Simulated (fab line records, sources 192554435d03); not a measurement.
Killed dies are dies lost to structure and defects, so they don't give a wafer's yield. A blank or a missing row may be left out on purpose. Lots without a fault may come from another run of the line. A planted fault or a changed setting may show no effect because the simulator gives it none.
A struck lot beside a sound one | flow n5_finfet | 36 steps out of a route of 1938
Sound: wafers L624.2, L624.5, L624.6. Struck: wafers L628.1, L628.5, L628.6. The cause comes at the end.
At each step with rows: each side's tool, then ch and its chambers, then its first start. Under that, the readings that differ: sound wafers | struck wafers | difference of the means | sigmas: that difference in standard deviations of wafers without a fault.
alike: readings whose means differ by less than 2 such deviations, and words and numbers that are the same on both sides. not compared: withheld readings, readings that some wafer has no value for, bounds like >300 that may hide the same value, and numbers for which the record gives no deviation and whose values overlap.
The two part at a step that has a row with sigmas, a row that says differs or no value, or rows on one side only. Numbers that don't overlap but have no deviation are shown without sigmas and don't part them. A reading that every wafer of one side lacks parts them only if that side has two wafers or more.

first, 9 steps without rows for these wafers: N5_MOL_CONTACT_COAG_PRECLEAN_127 (cleans in DIW, time 57.5 s); N5_MOL_CONTACT_COAG_SRD_128 (dry time 32 s); N5_MOL_CONTACT_COAG_CMP_52 (polishes, stops on SiO2, t overpolish 1.5 s, target thk 66.5 nm); N5_MOL_CONTACT_COAG_ANNEAL_112 (time 1800 s); N5_BEOL_M0_SAQP_PECVD_00 (deposits SiCN from 3MS/NH3, target thk 8 nm, time 14 s); N5_BEOL_M0_SAQP_ILD_DEP_01 (deposits SiOC from DEMS/O2, target thk 45.419 nm, time 8.7 s); N5_BEOL_M0_SAQP_HM_DEP_02 (deposits TiN, target thk 12 nm); N5_BEOL_M0_SAQP_PECVD_03 (deposits SiCN from 3MS/NH3, target thk 12 nm, time 21.1 s); N5_BEOL_M0_SAQP_PECVD_96 (deposits a-Si from SiH4/He, target thk 45 nm, time 45.2 s).
N5_BEOL_M0_SAQP_PECVD_97: deposits SiNx from SiH4/NH3/N2, target thk 23 nm, time 19.9 s.
  sound on pecvd-01 ch 0,1,2, day 7 06:07; struck on pecvd-01 ch 0,1,2, day 8 07:36
  reading                                         | sound      | struck         | difference | sigmas
  model.SiNx_of_BEOL_M0_SAQP_PECVD_97.thk_nm (nm) | 22.6 23 23 | 12.6 12.6 12.4 | -10.3      |
  alike: heater_power_w, showerhead_plenum_p_Torr, showerhead_vpp_V, throttle_valve_pct
then, 24 steps without rows for these wafers: N5_BEOL_M0_SAQP_PECVD_04 (deposits a-Si from SiH4/He, target thk 60 nm, time 60.2 s); N5_BEOL_M0_SAQP_HM_DEP_111 (deposits SiO2 from SiH4/N2O, target thk 12 nm, time 7.2 s); N5_BEOL_M0_SAQP_COAT_81 (time 60 s, resist thk 100 nm); N5_BEOL_M0_SAQP_COAT_82 (time 60 s, resist thk 30 nm); N5_BEOL_M0_SAQP_COAT_08 (resist thk 90 nm); N5_BEOL_M0_SAQP_EBR_10; N5_BEOL_M0_SAQP_SOFTBAKE_09 (time 60 s); N5_BEOL_M0_SAQP_EXPOSE_11 (exposes mask M0 CORE, target cd 42 nm); N5_BEOL_M0_SAQP_PEB_12 (peb time 60 s); N5_BEOL_M0_SAQP_DEVELOP_13 (develop time 30 s); N5_BEOL_M0_SAQP_DESCUM_19 (chemistry O2, time 7.9 s); N5_BEOL_M0_SAQP_ETCH_83 (etches SiARC in CF4, target depth 39 nm, time 65 s); N5_BEOL_M0_SAQP_ETCH_84 (etches SOC in N2/H2, target depth 100 nm, overetch 20 nm, time 150 s); N5_BEOL_M0_SAQP_STRIP_80 (strips in N2/H2); N5_BEOL_M0_SAQP_HM_OPEN_112 (chemistry CHF3/O2, target SiO2, stops on a-Si, target depth 12 nm, time 13.5 s); N5_BEOL_M0_SAQP_STRIP_113 (strips in CHF3/O2); N5_BEOL_M0_SAQP_MANDREL_ETCH_20 (etches a-Si in HBr/Cl2, stops on SiNx, target depth 60 nm, bt time 10 s, time 30 s); N5_BEOL_M0_SAQP_STRIP_86 (strips in N2/H2); N5_BEOL_M0_SAQP_STRIP_115 (strips in post etch residue remover, time 60 s); N5_BEOL_M0_SAQP_SRD_93 (time 30 s); N5_BEOL_M0_SAQP_RECESS_114 (chemistry HF/NH3, target SiO2, target depth 14.4 nm, afs cycles 3, sublimation time 60 s); N5_BEOL_M0_SAQP_SPACER1_ALD_98 (deposits SiO2, target thk 12.8 nm, pulse time 1 s, purge time 2 s); N5_BEOL_M0_SAQP_SPACER1_ETCHBACK_99 (etches SiO2 in CHF3/O2, target depth 15.4 nm, time 7.7 s); N5_BEOL_M0_SAQP_MANDREL1_REMOVE_100 (chemistry HBr/Cl2/O2, target a-Si, stops on SiNx, bt time 10 s).
N5_BEOL_M0_SAQP_ETCH_106: etches SOC in N2/H2, stops on SiNx, target depth 150 nm.
  sound on rie_diel-06 ch 1,2,3, day 7 10:44; struck on rie_diel-05 ch 0,1,2, day 8 11:14
  reading                                         | sound        | struck    | difference | sigmas
  model.SiNx_of_BEOL_M0_SAQP_PECVD_97.thk_nm (nm) | 15.2 15 15.4 | 5 4.8 4.6 | -10        |
  alike: drypump_motor_current_A, oes_product_au, rf_vpp_V, showerhead_plenum_p_Torr, throttle_valve_pct
  not compared: rf_hours_counter_h
-- the record jumps here: 3 days lie between the struck wafers' starts before and after (it left off in module BEOL_M0_SAQP and takes up again in module BEOL_M4, whose first step shown is number 1111 of the route) --
N5_BEOL_M4_RC_MEAS_101:
  sound on prober-01 ch 0, day 9 23:15; struck on prober-01 ch 0, day 11 06:03
  alike: DIBL_N, DIBL_P, IOFF_N, IOFF_P, ION_N, ION_P, SS_N, SS_P, VT_N, VT_P

WHERE THEY PART
Nowhere in this record.

WHY: what the simulator had put in
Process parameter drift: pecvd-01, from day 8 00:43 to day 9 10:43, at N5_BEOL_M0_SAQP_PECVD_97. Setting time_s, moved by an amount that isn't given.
